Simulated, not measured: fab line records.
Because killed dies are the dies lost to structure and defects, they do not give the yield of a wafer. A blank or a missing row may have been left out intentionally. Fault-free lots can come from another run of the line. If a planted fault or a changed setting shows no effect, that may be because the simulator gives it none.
Comparing a struck lot with a sound one :: flow nand harc :: 15 steps out of a route of 1159
Sound: the wafers L317.1, L317.4, L317.6. Wafers L326.4, L326.5, L326.6 were the ones struck. The cause is named last.
At each step with rows: each side's tool, then ch and its chambers, then its first start. Under that, the readings that differ: sound wafers :: struck wafers :: difference of the means :: sigmas: that difference in standard deviations of wafers without a fault.
alike: readings with means less than 2 such deviations apart, plus words and numbers identical on both sides. not compared: withheld readings, readings lacking a value on some wafer, bounds such as >300 that could conceal the same value, and numbers that have no deviation in the record and whose values overlap.
A row with sigmas, a row that says differs or no value, or rows on one side alone: a step with any of these is where the two part. Non-overlapping numbers with no deviation appear without sigmas and do not part them. A reading that every wafer of one side lacks parts them only if that side has two wafers or more.

NHARC_A_ZERO_WELL_DESCUM_12: chemistry O2, time 3 s.
  sound on rie diel-10 ch 0,1,3, day 7 04:30; struck on rie diel-10 ch 0,1,2, day 9 16:52
  alike: drypump motor current A, oes product au, rf vpp V, showerhead plenum p Torr, throttle valve pct
  not compared: rf hours counter h
NHARC_A_ZERO_WELL_ETCH_19: etches the open film in N2/H2, target depth 80 nm, overetch 24 nm, time 87.88 s.
  sound on rie diel-10 ch 0,1,3, day 7 04:34; struck on rie diel-10 ch 0,2,3, day 9 16:57
  alike: drypump motor current A, oes product au, rf vpp V, showerhead plenum p Torr, throttle valve pct
  not compared: rf hours counter h
NHARC_A_ZERO_WELL_ETCH_13: etches the open film in HBr/Cl2, target depth 120 nm, time 40.1 s.
  sound on rie si-05 ch 1,2, day 7 04:43; struck on rie si-05 ch 1,2, day 9 17:04
  alike: drypump motor current A, oes product au, throttle valve pct
  not compared: rf hours counter h
then, 4 steps without rows for these wafers: NHARC_A_ZERO_WELL_STRIP_14 (strips in SPM, time 900 s); NHARC_A_ZERO_WELL_IMPLANT_15; NHARC_A_ZERO_WELL_PRECLEAN_22 (cleans in SC1, time 60 s); NHARC_A_ZERO_WELL_SRD_23.
NHARC_A_ZERO_WELL_RTA_16: time 10 s.
  sound on rtp anneal-01 ch 0, day 7 05:37; struck on rtp anneal-02 ch 0, day 9 18:04
  alike: lamp power pct, wafer_temp_C_max
NHARC_A_ZERO_WELL_INSPECT_17:
  sound on defect inspect-02, day 7 05:49; struck on defect inspect-02, day 9 18:11
  alike: raw defect count
then, 2 steps without rows for these wafers: NHARC_A_SOURCE_PLATE_PRECLEAN_00 (cleans in HF-LAST, time 60 s); NHARC_A_SOURCE_PLATE_SRD_01.
NHARC_A_SOURCE_PLATE_OXIDE_02: material SiO2, target thk 10 nm, ox time 1362 s.
  sound on furnace-05 ch 0, day 7 07:29; struck on furnace-05 ch 0, day 10 06:54
  alike: spike tc bottom C, spike tc centre C
NHARC_A_SOURCE_PLATE_THK_MEAS_09: measures by ellipsometry.
  sound on film metro-01, day 7 11:34; struck on film metro-01, day 10 11:16
reading: thk nm (nm)
sound: 11.3 11.8 9.2
struck: 16.8 15.5 13.7
difference: +4.6
sigmas: +4
then, 2 steps without rows for these wafers: NHARC_A_SOURCE_PLATE_PVD_04 (deposits WSi2, target thk 50 nm); NHARC_END_SORT_01.

== WHERE THEY PART ==
Only at NHARC_A_SOURCE_PLATE_THK_MEAS_09, within this record.

WHY: what the simulator had put in
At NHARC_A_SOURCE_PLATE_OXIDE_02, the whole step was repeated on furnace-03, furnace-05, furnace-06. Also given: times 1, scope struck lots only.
